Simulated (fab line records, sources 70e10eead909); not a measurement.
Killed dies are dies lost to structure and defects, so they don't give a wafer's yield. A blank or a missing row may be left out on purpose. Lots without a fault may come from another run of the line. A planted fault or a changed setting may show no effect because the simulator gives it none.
fab line records | flow nand_harc
record lots=14 wafers=41 last_day=33
route steps=1302 shown A_CHANNEL_FILL_D1@501 A_ONON_D2@545 END@1302
lots that met no fault: from a run of the same line without faults
start_h: hours from the record's first day to the start of the lot's first wafer shown | wait_h: hours since the lot's step before | " the same as in the row above | L1.1+2: a row that stands for several wafers | - no value, or no start given | * or withheld: withheld | < > ~ a bound
route shown NAME@n: a module of which the file shows steps, and the number in the route of the first | usual: mean/standard deviation of fault-free wafers | same: alike in all rows | chamber/n: place in a boat | sites: the reading at each site | _std_site: their standard deviation | _edge_site: outer sites' mean less inner sites' | radius_mm: how far each site lies from the wafer's centre | mask NAME#n: copy n | behind: the tool/chamber that last shaped the wafer | hold: why the lot was held/for how many hours/how that ended | device: the transistor (n, p or np) that didn't switch | end of line: the same wafers' tests at the end of the route | a step without rows: its recipe alone | killed: dies lost to structure and defects at the first sort, not the wafer's yield | map: a wafer's dies, x killed, . not, _ none there
set.NAME: the setting as run; set.NAME@STEP: as run at that earlier step | model.NAME: the simulator's own value behind a step, which no gauge read
steps of the route over a sample of lots; a table a step, a row a wafer
services: from which hour (start_h, from the record's first day; less than 0 if before it) a tool's chamber was out of use, for how many hours, and why
## steps
# step NHARC_A_CHANNEL_FILL_D1_STRIP_28
# recipe time_s=20 o2_flow_sccm=500 ar_flow_sccm=0 bias_w=0 chemistry=O2
# usual drypump_motor_current_A=5.4/0.48 oes_product_au=1.006/0.011 rf_vpp_V=57.8/0.94 showerhead_plenum_p_Torr=3.54/0.18 throttle_valve_pct=17.036/0.0083
# same bias_w=0
# columns lot.wafer tool chamber start_h wait_h drypump_motor_current_A oes_product_au rf_hours_counter_h rf_vpp_V showerhead_plenum_p_Torr throttle_valve_pct
L775.3 rie_diel-08 0 207.53 0.1 5.9 1.024 1 57.2 3.31 17.046
L775.1 " 1 " " 4.9 1.003 1 57.7 3.35 17.027
L775.4 " 2 " " 5.4 1.009 1 57.9 3.63 17.031
L776.3 rie_diel-03 3 227.61 0.1 6.1 0.989 6 60.1 3.76 17.045
L776.1 " 2 " " 5.9 1.025 7 59.2 3.73 17.035
L776.5 " 3 " " 6.1 0.986 - 58.2 3.76 17.024
L778.3 rie_diel-01 1 245.07 0.1 4.9 1.019 1 57.4 3.69 17.040
L778.1 " 2 " " 5.7 1.014 1 56.6 3.34 17.032
L778.2 " 0 " " 5.4 1.003 1 57.4 3.57 17.046
L779.4 rie_diel-01 0 250.72 0.1 5.4 1.001 1 58.4 3.57 17.026
L779.5 " 1 " " 4.9 1.023 - 58.0 3.69 17.051
L779.6 " 2 " " 5.7 0.991 - 57.3 3.34 17.028
L780.1 rie_diel-08 0 266.12 0.1 5.9 1.022 6 57.1 3.31 17.042
L780.4 " 1 " " 4.9 0.997 7 55.7 3.34 17.036
L780.6 " 3 " " 4.9 1.007 - 57.4 3.62 17.030
L781.4 rie_diel-01 0 275.10 0.1 5.4 0.994 3 57.4 3.57 17.055
L781.1 " 2 " " 5.8 1.006 3 56.8 3.34 17.022
L781.5 " 1 " " 4.9 1.028 - 58.6 3.69 17.041
L782.4 rie_diel-01 0 280.13 0.1 5.4 0.999 4 57.1 3.57 17.034
L782.3 " 1 " " 4.9 1.024 4 57.8 3.69 17.033
L782.5 " 3 " " 4.8 1.004 - 57.6 3.78 17.031
L784.2 rie_diel-08 2 303.13 0.1 5.4 1.014 9 57.6 3.62 17.024
L784.5 " 1 " " 4.9 0.997 - 55.6 3.34 17.043
L792.3 rie_diel-08 1 382.18 0.1 4.9 0.999 1 58.7 3.34 17.040
L792.4 " 2 " " 5.4 1.012 1 58.8 3.62 17.035
L792.1 " 0 " " 5.9 1.009 0 57.2 3.31 17.039
L793.4 rie_diel-08 0 397.08 0.2 5.9 1.019 1 57.3 3.31 17.051
L793.1 " 1 " " 4.9 1.012 2 56.8 3.34 17.037
L793.6 " 0 " " 5.9 1.022 - 56.8 3.31 17.030
L795.4 rie_diel-03 2 414.99 0.1 5.9 1.001 7 57.6 3.72 17.042
L795.3 " 3 " " 6.1 1.009 9 56.0 3.76 17.039
L795.5 " 0 " " 5.1 0.995 - 57.7 3.37 17.035
L794.4 rie_diel-08 2 415.15 0.2 5.4 1.005 3 59.0 3.62 17.034
L794.2 " 0 " " 5.9 1.009 3 56.2 3.31 17.034
L794.6 " 2 " " 5.4 1.005 - 59.9 3.62 17.030
L796.2 rie_diel-03 2 429.37 0.1 5.9 0.997 8 57.7 3.72 17.045
L796.4 " 1 " " 6.1 1.015 9 56.6 3.34 17.040
L796.6 " 3 " " 6.2 1.020 - 58.4 3.76 17.051
L798.1 rie_diel-03 2 449.26 0.1 5.9 1.003 9 58.3 3.72 17.028
L798.4 " 3 " " 6.1 1.011 11 57.8 3.76 17.024
L798.5 " 3 " " 6.1 1.012 - 57.4 3.76 17.030
# step NHARC_A_CHANNEL_FILL_D1_CMP_10
# recipe target_thk_nm=150
# usual edge_zone_pressure_frac=1.000/0.0049 motor_current_A=11.8/1.2 time_to_endpoint_s=14.8/2.3
# columns lot.wafer tool chamber start_h wait_h edge_zone_pressure_frac motor_current_A time_to_endpoint_s
L775.1 cmp-02 0 230.84 0.4 0.992 11.0 14.3
L775.4 " 1 " " 0.994 10.2 15.0
L775.3 " 2 " " 1.001 13.6 17.7
L776.3 cmp-02 0 253.01 0.4 0.995 10.4 16.3
L776.1 " 1 " " 1.001 10.1 15.4
L776.5 " 0 " " 0.997 11.1 15.2
L778.1 cmp-03 2 270.52 0.4 0.991 12.2 15.7
L778.3 " 3 " " 1.000 11.5 15.5
L778.2 " 0 " " 1.002 13.0 14.9
L779.4 cmp-04 3 280.17 0.5 0.996 10.3 12.2
L779.6 " 0 " " 0.991 12.9 14.6
L779.5 " 1 " " 0.998 11.0 15.3
L780.1 cmp-02 2 290.61 0.4 0.994 14.1 16.7
L780.4 " 3 " " 0.999 13.1 19.4
L780.6 " 1 " " 0.995 10.4 16.1
L781.4 cmp-03 2 298.40 0.4 1.000 12.1 14.2
L781.1 " 1 " " 0.997 12.4 17.9
L781.5 " 3 " " 1.005 11.9 14.0
L782.4 cmp-04 3 303.58 0.4 1.000 10.2 13.3
L782.3 " 1 " " 1.004 11.0 12.7
L782.5 " 0 " " 0.993 12.4 11.9
L784.2 cmp-04 2 328.16 0.4 0.996 11.6 14.3
L784.5 " 0 " " 1.004 13.0 14.3
L792.3 cmp-03 3 405.47 0.4 1.002 11.0 14.2
L792.1 " 0 " " 1.007 12.7 16.4
L792.4 " 2 " " 0.991 11.7 14.5
L793.1 cmp-04 2 421.31 0.4 0.998 11.6 14.3
L793.4 " 1 " " 0.993 11.6 14.4
L793.6 " 3 " " 1.013 10.0 13.2
L795.3 cmp-03 0 439.76 0.4 1.004 12.9 14.2
L795.4 " 2 " " 0.996 12.0 12.6
L795.5 " 0 " " 0.994 12.5 14.5
L794.2 cmp-04 3 439.76 0.4 1.004 10.6 16.1
L794.4 " 0 " " 0.999 12.8 15.4
L794.6 " 3 " " 1.005 10.2 14.0
L796.4 cmp-04 1 453.45 0.4 1.004 11.6 17.9
L796.2 " 0 " " 1.000 12.7 18.4
L796.6 " 1 " " 0.997 11.6 18.3
L798.4 cmp-02 3 476.26 0.4 1.001 13.9 20.0
L798.1 " 1 " " 1.001 10.5 13.7
L798.5 " 2 " " 1.000 12.8 17.3
# step NHARC_A_ONON_D2_DEP_00
# recipe target_thk_a=10000 n2_flow_sccm=2750 n2o_flow_sccm=2000 nh3_flow_sccm=500 sih4_flow_sccm=210 temp_c=400
# columns lot.wafer tool chamber start_h wait_h
L775.1+3+4 pecvd_onon-03 0 266.33 0.1
L776.1+3+5 pecvd_onon-03 0 287.66 0.1
L778.1+2+3 pecvd_onon-04 0 303.52 0.1
L779.4+5+6 pecvd_onon-03 0 314.53 0.2
L780.1+4+6 pecvd_onon-03 0 326.43 0.1
L781.1+4+5 pecvd_onon-03 0 335.45 0.1
L782.3+4+5 pecvd_onon-01 0 338.16 0.2
L784.2+5 pecvd_onon-03 0 363.14 0.1
L792.1+3+4 pecvd_onon-03 0 440.78 0.1
L793.1+4+6 pecvd_onon-03 0 462.35 0.1
L794.2+4+6 pecvd_onon-03 0 475.45 0.1
L795.3+4+5 pecvd_onon-04 0 475.51 0.2
L796.2+4+6 pecvd_onon-03 0 489.83 0.1
L798.1+4+5 pecvd_onon-03 0 509.26 0.1
# step NHARC_A_ONON_D2_THK_MEAS_02
# recipe thk_meas_gauge=ellipsometry
# usual thk_nm=997/9.6
# columns lot.wafer tool chamber start_h wait_h thk_nm
L775.1 film_metro-01 - 266.84 - 993
L775.3 " - " " 993
L775.4 " - " " 994
L776.1 film_metro-02 - 288.17 - 1005
L776.3 " - " " 1006
L776.5 " - " " 1007
L778.1 film_metro-01 - 304.03 - 1007
L778.2 " - " " 1007
L778.3 " - " " 1008
L779.4 film_metro-01 - 314.86 - 1002
L779.5 " - " " 999
L779.6 " - " " 1001
L780.1 film_metro-02 - 326.94 - 1008
L780.4 " - " " 1008
L780.6 " - " " 1005
L781.1 film_metro-02 - 335.96 - 1885
L781.4 " - " " 1007
L781.5 " - " " 1005
L782.3 film_metro-02 - 338.56 - 992
L782.4 " - " " 990
L782.5 " - " " 991
L784.2 film_metro-01 - 363.59 - 1878
L784.5 " - " " 1000
L792.1 film_metro-02 - 441.29 - 981
L792.3 " - " " 981
L792.4 " - " " 981
L793.1 film_metro-02 - 462.87 - 972
L793.4 " - " " 972
L793.6 " - " " 974
L795.3 film_metro-01 - 475.90 - 1000
L795.4 " - " " 999
L795.5 " - " " 1000
L794.2 film_metro-02 - 475.91 - 1006
L794.4 " - " " 1005
L794.6 " - " " 1003
L796.2 film_metro-01 - 490.29 - 1000
L796.4 " - " " 998
L796.6 " - " " 1001
L798.1 film_metro-01 - 509.77 - 989
L798.4 " - " " 989
L798.5 " - " " 987
# step NHARC_END_SORT_01
# recipe temp_c=25
# usual killed_at_array=54/17 killed_at_other=1.0/1.4 killed_at_periphery=3.6/2.1 killed_dies=58/17 killed_open=3.2/2 killed_short=2.5/1.5
# same gross_dies=677
# columns lot.wafer tool chamber start_h wait_h killed_at_array killed_at_other killed_at_periphery killed_dies killed_open killed_short
L781.1 prober-01 0 629.66 2.5 672 1 4 677 3 3
L781.4 prober-01 0 632.04 3.4 83 1 1 85 3 2
L781.5 prober-01 0 632.84 3.7 86 3 3 92 2 2
L784.2 prober-02 0 639.07 2.8 675 0 2 677 6 5
L784.5 prober-02 0 641.52 3.8 55 1 5 61 0 0
# killed by level:class
L781.1 A_ONON_D2:area_dep=611 A_SLIT:chamber_film_flake=30 A_CHANNEL_HOLE_D2:chamber_film_flake=14 A_CHANNEL_FILL_D1:chamber_film_flake=4 A_CONTACT:chamber_film_flake=4 A_CHANNEL_HOLE_D1:chamber_film_flake=3 P_M0:geometric_particle:open=2 P_M1:geometric_particle:short=2
L781.4 A_SLIT:chamber_film_flake=29 A_CHANNEL_HOLE_D2:chamber_film_flake=23 A_CHANNEL_HOLE_D1:chamber_film_flake=19 A_CHANNEL_FILL_D1:chamber_film_flake=3 A_DECK1_JOINT:chamber_film_flake=2 P_CONTACT:geometric_particle:open=1 A_ONON_D1:geometric_particle:short=1 A_CHANNEL_HOLE_D2:geometric_particle:short=1
L781.5 A_CHANNEL_HOLE_D1:chamber_film_flake=33 A_SLIT:chamber_film_flake=30 A_CHANNEL_HOLE_D2:chamber_film_flake=14 THIN_TSV:chamber_film_flake=3 A_ZERO_WELL:chamber_film_flake=2 A_SGD_CUT:chamber_film_flake=2 P_STI:geometric_particle:short=1 P_CONTACT:geometric_particle:open=1
L784.2 A_ONON_D2:area_dep=608 A_CHANNEL_HOLE_D2:chamber_film_flake=26 A_CHANNEL_HOLE_D1:chamber_film_flake=22 A_STAIRCASE:chamber_film_flake=4 A_CHANNEL_FILL_D1:geometric_particle:open=3 A_CHANNEL_FILL_D1:geometric_particle:short=3 A_CONTACT:chamber_film_flake=2 P_CONTACT:geometric_particle:open=1
L784.5 A_CHANNEL_HOLE_D1:chamber_film_flake=29 A_CHANNEL_HOLE_D2:chamber_film_flake=20 A_STAIRCASE:chamber_film_flake=3 P_STI:chamber_film_flake=2 P_M2:chamber_film_flake=2 A_WL_FILL:chamber_film_flake=2 P_ZERO_WELL:chamber_film_flake=1 A_CONTACT:chamber_film_flake=1
## services
# columns tool chamber start_h hours kind
rie_diel-03 3 184.88 14.9 repair
rie_diel-08 - 190.80 9.0 pm
rie_diel-01 - 203.86 9.0 pm
cmp-04 - 209.00 4.0 pm
cmp-02 - 218.93 0.6 repair
rie_diel-03 2 219.86 4.2 repair
pecvd_onon-03 - 227.00 13.0 pm
rie_diel-03 0 230.78 4.5 repair
cmp-02 - 232.50 4.0 pm
rie_diel-08 3 238.97 2.2 repair
cmp-02 - 239.86 0.4 repair
cmp-04 - 265.00 1.0 repair
cmp-04 - 267.25 0.5 repair
cmp-04 - 275.69 1.5 repair
cmp-04 - 307.00 4.0 pm
cmp-04 - 358.14 1.1 repair
rie_diel-08 - 367.80 9.0 pm
cmp-04 - 368.72 0.4 repair
cmp-04 - 395.01 0.4 repair
cmp-04 - 405.00 4.0 pm
pecvd_onon-03 - 408.00 13.0 pm
cmp-04 - 409.01 4.3 repair
cmp-04 - 451.83 1.2 repair
cmp-04 - 503.00 4.0 pm
## key
first_sign step=NHARC_A_ONON_D2_THK_MEAS_02 reading=thk_nm direction=up sigmas=92 usual=997 struck=1881
effect step=NHARC_END_SORT_01 reading=killed_dies direction=up sigmas=36 usual=58 struck=677
more_kills_born_at NHARC_A_ONON_D2_DEP_00@pecvd_onon-03=1219
met_at NHARC_A_ONON_D2_DEP_00
struck_lots L781,L784
struck_wafers L781.1,L784.2
later_rows_left_out L781.1,L784.2
tester_left_out L781,L784
not_acting_at NHARC_A_CHANNEL_FILL_D1_STRIP_28,NHARC_A_CHANNEL_FILL_D1_CMP_10
onset_between 326.43 335.45
fault kind=process_parameter_drift tool=pecvd_onon-03 chamber=- onset_h=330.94 steps=NHARC_A_ONON_D2_DEP_00 channel=target_thk_a offset=* shape=step end_h=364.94 scope=struck_wafers_only acts_in=* stated=*
# tester_left_out: of these lots the tester's yield and bins aren't shown, on N5 and GAA mostly nor the transistor test; their killed dies are dies lost to structure and defects alone, not to doping, threshold or leakage, so they don't give the yield
# later_rows_left_out: the simulator's readings of these wafers behind a module that went badly wrong aren't trusted and aren't shown, but for the sort
